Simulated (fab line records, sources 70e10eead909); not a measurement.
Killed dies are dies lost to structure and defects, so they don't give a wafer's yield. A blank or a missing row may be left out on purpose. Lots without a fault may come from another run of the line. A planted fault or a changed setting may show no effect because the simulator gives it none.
fab line records | flow nand_harc
record lots=6 wafers=18 last_day=33
route steps=1302 shown P_ZERO_WELL@15
lots that met no fault: from a run of the same line without faults
start_h: hours from the record's first day to the start of the lot's first wafer shown | wait_h: hours since the lot's step before | " the same as in the row above | L1.1+2: a row that stands for several wafers | - no value, or no start given | * or withheld: withheld | < > ~ a bound
route shown NAME@n: a module of which the file shows steps, and the number in the route of the first | usual: mean/standard deviation of fault-free wafers | same: alike in all rows | chamber/n: place in a boat | sites: the reading at each site | _std_site: their standard deviation | _edge_site: outer sites' mean less inner sites' | radius_mm: how far each site lies from the wafer's centre | mask NAME#n: copy n | behind: the tool/chamber that last shaped the wafer | hold: why the lot was held/for how many hours/how that ended | device: the transistor (n, p or np) that didn't switch | end of line: the same wafers' tests at the end of the route | a step without rows: its recipe alone | killed: dies lost to structure and defects at the first sort, not the wafer's yield | map: a wafer's dies, x killed, . not, _ none there
set.NAME: the setting as run; set.NAME@STEP: as run at that earlier step | model.NAME: the simulator's own value behind a step, which no gauge read
lots at some steps of the route; a table a step, a row a wafer
services: from which hour (start_h, from the record's first day; less than 0 if before it) a tool's chamber was out of use, for how many hours, and why
## steps
# step NHARC_P_ZERO_WELL_HARDBAKE_12
# recipe temp_c=118 time_s=65
# step NHARC_P_ZERO_WELL_DESCUM_13
# recipe time_s=3 o2_flow_sccm=200 ar_flow_sccm=0 bias_power_w=0 chemistry=O2
# usual drypump_motor_current_A=5.9/0.41 o2_flow_sccm=200.0/0.54 oes_product_au=1.005/0.011 rf_vpp_V=57.9/0.87 showerhead_plenum_p_Torr=1.91/0.07 throttle_valve_pct=11.312/0.0089
# columns lot.wafer tool chamber start_h wait_h drypump_motor_current_A o2_flow_sccm oes_product_au rf_hours_counter_h rf_vpp_V showerhead_plenum_p_Torr throttle_valve_pct
L740.3 rie_diel-11 0 71.42 - 5.3 200.1 1.013 50 57.2 1.77 11.311
L740.1 " 1 " " 6.4 199.9 1.010 51 58.3 1.99 11.327
L740.4 " 2 " " 5.6 200.1 1.003 50 59.0 1.87 11.330
L742.3 rie_diel-07 1 91.49 - 6.3 200.0 0.989 50 58.6 1.95 11.313
L742.1 " 3 " " 6.0 201.0 1.001 49 56.5 1.91 11.306
L742.5 " 2 " " 5.8 200.2 0.987 - 57.4 1.82 11.315
L755.2 rie_diel-10 0 221.40 - 6.3 199.5 0.999 45 57.7 1.91 11.312
L755.4 " 2 " " 5.5 200.6 1.024 51 58.0 1.79 11.309
L755.5 " 0 " " 6.3 200.1 1.011 - 56.5 1.91 11.315
L756.3 rie_diel-10 2 231.41 - 5.5 198.9 1.027 54 57.1 1.79 11.309
L756.2 " 3 " " 6.2 199.8 1.013 50 57.3 1.96 11.315
L756.6 " 2 " " 5.5 200.3 1.026 - 58.2 1.79 11.314
L757.3 rie_diel-07 1 241.41 - 6.3 199.9 0.997 31 58.2 1.94 11.328
L757.1 " 3 " " 6.0 200.3 1.023 33 58.3 1.90 11.301
L757.6 " 1 " " 6.3 200.2 0.992 - 57.9 1.94 11.311
L758.2 rie_diel-11 2 251.40 - 5.5 199.3 1.007 57 58.2 1.85 11.311
L758.4 " 0 " " 5.3 199.6 1.006 61 58.3 2.06 11.319
L758.6 " 3 " " 6.3 200.8 1.009 - 57.9 1.99 11.292
# step NHARC_P_ZERO_WELL_ETCH_65
# recipe target_depth_a=800 overetch_a=240 time_s=87.88 ion_energy_ev=200 n2_flow_sccm=150 h2_flow_sccm=150 ar_flow_sccm=0 rf_w=400 bias_w=150 chemistry=N2/H2
# usual drypump_motor_current_A=5.9/0.42 n2_flow_sccm=150.0/0.45 oes_product_au=1.005/0.012 rf_vpp_V=430.4/2.2 showerhead_plenum_p_Torr=2.04/0.079 throttle_valve_pct=14.170/0.0097
# columns lot.wafer tool chamber start_h wait_h drypump_motor_current_A n2_flow_sccm oes_product_au rf_hours_counter_h rf_vpp_V showerhead_plenum_p_Torr throttle_valve_pct
L740.4 rie_diel-11 2 71.50 0.1 5.6 150.0 1.010 50 429.4 1.99 14.173
L740.1 " 3 " " 6.3 149.7 1.005 53 433.1 2.14 14.177
L740.3 " 1 " " 6.4 150.2 0.998 51 430.9 2.12 14.194
L742.1 rie_diel-07 0 91.58 0.1 5.1 149.8 1.014 51 430.6 2.03 14.183
L742.3 " 1 " " 6.3 150.1 0.995 50 431.1 2.08 14.171
L742.5 " 0 " " 5.1 149.5 1.024 - 429.7 2.03 14.159
L755.2 rie_diel-10 2 221.48 0.1 5.5 149.8 1.019 51 427.7 1.91 14.189
L755.4 " 1 " " 6.1 150.0 1.014 49 428.9 2.00 14.172
L755.5 " 3 " " 6.2 149.9 1.032 - 432.0 2.09 14.166
L756.2 rie_diel-10 0 231.50 0.1 6.3 149.7 1.013 48 431.2 2.03 14.166
L756.3 " 1 " " 6.1 150.5 1.017 52 429.9 2.00 14.151
L756.6 " 3 " " 6.1 150.1 1.027 - 431.4 2.09 14.157
L757.1 rie_diel-07 2 241.49 0.1 5.7 149.6 0.989 34 427.1 1.92 14.161
L757.3 " 0 " " 5.1 149.5 1.001 34 431.2 2.01 14.164
L757.6 " 1 " " 6.3 149.7 1.000 - 432.5 2.07 14.162
L758.4 rie_diel-11 1 251.49 0.1 6.4 149.6 1.003 65 432.0 2.10 14.188
L758.2 " 3 " " 6.3 150.2 1.012 54 433.1 2.12 14.161
L758.6 " 0 " " 5.3 150.5 1.005 - 434.5 2.20 14.171
# step NHARC_P_ZERO_WELL_ETCH_62
# recipe target_depth_a=130 time_s=6.5 chf3_flow_sccm=50 ar_flow_sccm=200 rf_w=500 bias_w=200 chemistry=CHF3/Ar
# usual drypump_motor_current_A=5.9/0.42 oes_product_au=0.968/0.015 rf_vpp_V=370.5/2.1 showerhead_plenum_p_Torr=2.34/0.087 throttle_valve_pct=20.218/0.0087
# columns lot.wafer tool chamber start_h wait_h drypump_motor_current_A oes_product_au rf_hours_counter_h rf_vpp_V showerhead_plenum_p_Torr throttle_valve_pct
L740.4 rie_diel-11 0 - - 5.3 0.967 50 367.0 2.18 20.231
L740.1 " 2 " " 5.5 0.982 50 368.5 2.29 20.234
L740.3 " 3 " " 6.3 0.990 53 372.7 2.45 20.215
L742.3 rie_diel-07 1 - - 6.3 0.964 50 370.8 2.39 20.217
L742.1 " 2 " " 5.8 0.958 45 368.2 2.23 20.199
L742.5 " 0 " " 5.1 0.992 - 370.6 2.33 20.215
L755.2 rie_diel-10 3 - - 6.1 0.974 47 372.2 2.40 20.207
L755.4 " 0 " " 6.3 0.957 45 370.7 2.34 20.220
L755.5 " 2 " " 5.5 0.979 - 367.8 2.20 20.218
L756.2 rie_diel-10 0 - - 6.3 0.959 48 371.5 2.34 20.219
L756.3 " 1 " " 6.1 0.956 52 369.3 2.30 20.222
L756.6 " 0 " " 6.3 0.962 - 370.5 2.34 20.217
L757.1 rie_diel-07 2 - - 5.7 0.965 34 367.9 2.22 20.225
L757.3 " 1 " " 6.3 0.949 31 370.7 2.37 20.223
L757.6 " 2 " " 5.7 0.943 - 368.0 2.22 20.210
L758.4 rie_diel-11 0 - - 5.3 0.985 61 373.0 2.51 20.204
L758.2 " 3 " " 6.3 0.957 54 371.3 2.43 20.213
L758.6 " 0 " " 5.3 0.986 - 375.2 2.51 20.215
# step NHARC_P_ZERO_WELL_ETCH_63
# recipe target_depth_a=1200 time_s=40.1 hbr_flow_sccm=150 cl2_flow_sccm=50 rf_w=400 icp_w=400 bias_w=100 chemistry=HBr/Cl2
# usual drypump_motor_current_A=5.6/0.44 oes_product_au=0.999/0.011 throttle_valve_pct=26.405/0.0093
# columns lot.wafer tool chamber start_h wait_h drypump_motor_current_A oes_product_au rf_hours_counter_h throttle_valve_pct
L740.1 rie_si-05 0 71.69 - 6.4 1.002 0.5 26.422
L740.4 " 1 " " 5.6 1.003 0.6 26.398
L740.3 " 3 " " 5.7 0.991 0.6 26.397
L742.3 rie_si-02 2 91.75 - 5.1 0.986 1.0 26.396
L742.1 " 0 " " 5.2 0.989 1.1 26.426
L742.5 " 1 " " 5.5 0.986 - 26.407
L755.4 rie_si-05 2 221.69 - 5.6 0.989 0.4 26.384
L755.2 " 0 " " 6.4 1.007 0.7 26.410
L755.5 " 2 " " 5.6 0.989 - 26.406
L756.2 rie_si-03 0 231.71 - 5.0 1.003 0.0 26.404
L756.3 " 2 " " 5.4 1.006 0.0 26.394
L756.6 " 1 " " 5.8 1.000 - 26.412
L757.1 rie_si-02 1 241.68 - 5.5 0.997 0.9 26.411
L757.3 " 2 " " 5.1 0.974 0.9 26.421
L757.6 " 0 " " 5.3 1.008 - 26.398
L758.4 rie_si-05 3 251.66 - 5.7 0.982 0.7 26.405
L758.2 " 2 " " 5.6 0.987 0.7 26.401
L758.6 " 3 " " 5.7 0.997 - 26.424
# step NHARC_P_ZERO_WELL_STRIP_15
# recipe time_s=900 temp_c=130 chemistry=SPM
# step NHARC_P_ZERO_WELL_DEHYDRATE_16
# recipe temp_c=150 time_s=120
# step NHARC_P_ZERO_WELL_HMDS_17
# recipe time_s=30
# step NHARC_P_ZERO_WELL_COAT_18
# recipe spin_rpm=withheld
# step NHARC_P_ZERO_WELL_SOFTBAKE_19
# recipe temp_c=122 time_s=95
# step NHARC_P_ZERO_WELL_EBR_20
# step NHARC_P_ZERO_WELL_EXPOSE_21
# recipe na=0.6 target_cd_nm=720 dose_mj=22.31 mask_id=P_NWELL
# step NHARC_P_ZERO_WELL_PEB_22
# recipe peb_temp_c=118 peb_time_s=85
# usual heater_power_total_W=163.98/0.28 plate_temp_C=117.98/0.13 resist_line_temp_C=23.00/0.12
# same peb_time_s=85
# columns lot.wafer tool chamber start_h wait_h heater_power_total_W plate_temp_C resist_line_temp_C
L740.1 litho_track-05 0 72.52 0.1 164.17 117.92 22.80
L740.3 " 0 " " 163.67 118.10 23.00
L740.4 " 0 " " 163.67 117.96 22.76
L742.1 litho_track-07 0 92.61 0.1 163.98 118.03 23.03
L742.3 " 0 " " 163.65 118.02 23.06
L742.5 " 0 " " 164.32 117.94 22.89
L755.2 litho_track-07 0 222.52 0.1 155.83 113.62 22.80
L755.4 " 0 " " 155.73 113.80 22.95
L755.5 " 0 " " 156.10 113.71 22.81
L756.2 litho_track-07 0 232.42 0.1 156.26 113.57 23.13
L756.3 " 0 " " 155.70 113.61 23.10
L756.6 " 0 " " 155.72 113.87 23.00
L757.1 litho_track-02 0 242.49 0.1 163.99 117.93 22.92
L757.3 " 0 " " 163.99 118.07 23.09
L757.6 " 0 " " 164.28 118.01 22.87
L758.2 litho_track-05 0 252.37 0.1 164.41 117.95 22.91
L758.4 " 0 " " 164.35 117.92 22.89
L758.6 " 0 " " 163.60 117.76 22.92
# step NHARC_P_ZERO_WELL_DEVELOP_23
# recipe time_s=70
# step NHARC_P_ZERO_WELL_CD_MEAS_24
# recipe target_cd_nm=720 landing_energy_ev=500
# usual cd_nm=719.9/2
# columns lot.wafer tool chamber start_h wait_h cd_nm
L740.1 cd_sem-01 0 72.61 - 721.7
L740.3 " 0 " " 722.1
L740.4 " 0 " " 720.8
L742.1 cd_sem-03 0 92.70 - 717.4
L742.3 " 0 " " 717.4
L742.5 " 0 " " 717.4
L755.2 cd_sem-01 0 222.61 - 713.7
L755.4 " 0 " " 711.9
L755.5 " 0 " " 710.4
L756.2 cd_sem-01 0 232.52 - 710.3
L756.3 " 0 " " 711.8
L756.6 " 0 " " 709.4
L757.1 cd_sem-01 0 242.58 - 719.6
L757.3 " 0 " " 718.7
L757.6 " 0 " " 717.5
L758.2 cd_sem-03 0 252.46 - 720.7
L758.4 " 0 " " 719.1
L758.6 " 0 " " 719.9
# step NHARC_P_ZERO_WELL_HARDBAKE_25
# recipe temp_c=125 time_s=80
# step NHARC_P_ZERO_WELL_DESCUM_26
# recipe time_s=3 o2_flow_sccm=200 ar_flow_sccm=0 bias_power_w=0 chemistry=O2
# usual drypump_motor_current_A=5.8/0.43 o2_flow_sccm=200.0/0.6 oes_product_au=1.003/0.011 rf_vpp_V=57.8/0.88 showerhead_plenum_p_Torr=1.90/0.071 throttle_valve_pct=11.311/0.01
# columns lot.wafer tool chamber start_h wait_h drypump_motor_current_A o2_flow_sccm oes_product_au rf_hours_counter_h rf_vpp_V showerhead_plenum_p_Torr throttle_valve_pct model.P_ZERO_WELL.cd_nm
L740.4 rie_diel-11 1 72.83 - 6.3 200.0 1.016 52 58.5 1.99 11.299 720.9
L740.3 " 2 " " 5.5 200.3 1.008 52 57.2 1.87 11.333 722.5
L740.1 " 3 " " 6.3 200.9 1.015 55 58.0 2.00 11.310 721.2
L742.1 rie_diel-07 1 92.89 - 6.3 200.2 0.996 51 57.5 1.95 11.313 716.9
L742.3 " 2 " " 5.7 198.6 0.990 45 55.8 1.82 11.311 717.9
L742.5 " 3 " " 6.1 200.6 0.994 - 57.0 1.91 11.300 717.5
L755.2 rie_diel-07 2 222.78 - 5.8 200.0 0.983 30 56.4 1.81 11.319 714.1
L755.4 " 0 " " 5.1 198.8 0.996 - 57.4 1.89 11.301 711.8
L755.5 " 2 " " 5.8 198.6 0.986 - 57.2 1.81 11.328 710.2
L756.3 rie_diel-10 1 232.69 - 6.1 199.8 1.006 52 58.3 1.88 11.318 712
L756.2 " 2 " " 5.5 200.3 1.015 54 60.1 1.79 11.308 710.6
L756.6 " 0 " " 6.3 199.6 1.009 - 58.2 1.91 11.327 709.8
L757.1 rie_diel-07 0 242.77 - 5.1 200.0 1.000 34 57.9 1.89 11.302 720.2
L757.3 " 1 " " 6.3 198.7 0.993 31 58.3 1.94 11.322 718.3
L757.6 " 3 " " 6.0 200.5 1.002 - 57.5 1.90 11.322 717.4
L758.2 rie_diel-07 2 252.94 - 5.7 200.1 0.978 36 56.2 1.80 11.308 721
L758.4 " 3 " " 6.0 200.0 1.002 35 56.7 1.90 11.311 719.4
L758.6 " 2 " " 5.7 200.4 0.967 - 56.2 1.80 11.298 720.6
# step NHARC_P_ZERO_WELL_IMPLANT_27
# recipe energy_kev=600 dose_cm2=1e+13 tilt_deg=7
## services
# columns tool chamber start_h hours kind
litho_track-02 - 52.00 7.0 pm
rie_si-02 3 54.89 3.0 repair
rie_diel-10 - 71.53 9.0 pm
rie_diel-07 0 71.78 - clean
rie_diel-07 1 71.78 - clean
rie_diel-07 2 71.78 - clean
litho_track-07 - 76.00 7.0 pm
rie_si-02 3 79.13 20.0 repair
rie_diel-11 - 79.93 9.0 pm
rie_si-02 - 100.00 9.0 pm
rie_diel-11 - 117.97 0.4 repair
rie_diel-07 - 118.04 9.0 pm
rie_si-03 0 119.59 8.3 repair
litho_track-05 - 124.00 7.0 pm
rie_si-05 - 128.00 9.0 pm
rie_si-02 0 143.73 37.5 repair
rie_si-02 1 158.70 1.6 repair
rie_si-02 3 158.91 5.0 repair
rie_diel-10 - 186.86 0.5 repair
rie_si-03 - 221.00 9.0 pm
rie_diel-07 1 221.90 10.4 repair
litho_track-02 - 227.00 7.0 pm
rie_diel-10 - 248.53 9.0 pm
litho_track-07 - 251.00 7.0 pm
## key
first_sign step=NHARC_P_ZERO_WELL_PEB_22 reading=plate_temp_C direction=down sigmas=32 usual=* struck=*
effect step=NHARC_P_ZERO_WELL_PEB_22 reading=heater_power_total_W direction=down sigmas=29 usual=* struck=*
effect step=NHARC_P_ZERO_WELL_CD_MEAS_24 reading=cd_nm direction=down sigmas=4.4 usual=719.9 struck=711.3
model_effect step=NHARC_P_ZERO_WELL_DESCUM_26 value=P_ZERO_WELL.cd_nm without=719.8 struck=711.4
met_at NHARC_P_ZERO_WELL_PEB_22
struck_wafers L755.2,L755.4,L755.5,L756.2,L756.3,L756.6
tester_left_out L755,L756
onset_between 92.61 222.52
fault kind=process_parameter_drift tool=litho_track-07 chamber=- onset_h=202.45 steps=NHARC_P_ZERO_WELL_PEB_22 channel=peb_temp_c offset=* shape=step end_h=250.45 acts_in=* stated=*
# tester_left_out: of these lots the tester's yield and bins aren't shown, on N5 and GAA mostly nor the transistor test; their killed dies are dies lost to structure and defects alone, not to doping, threshold or leakage, so they don't give the yield
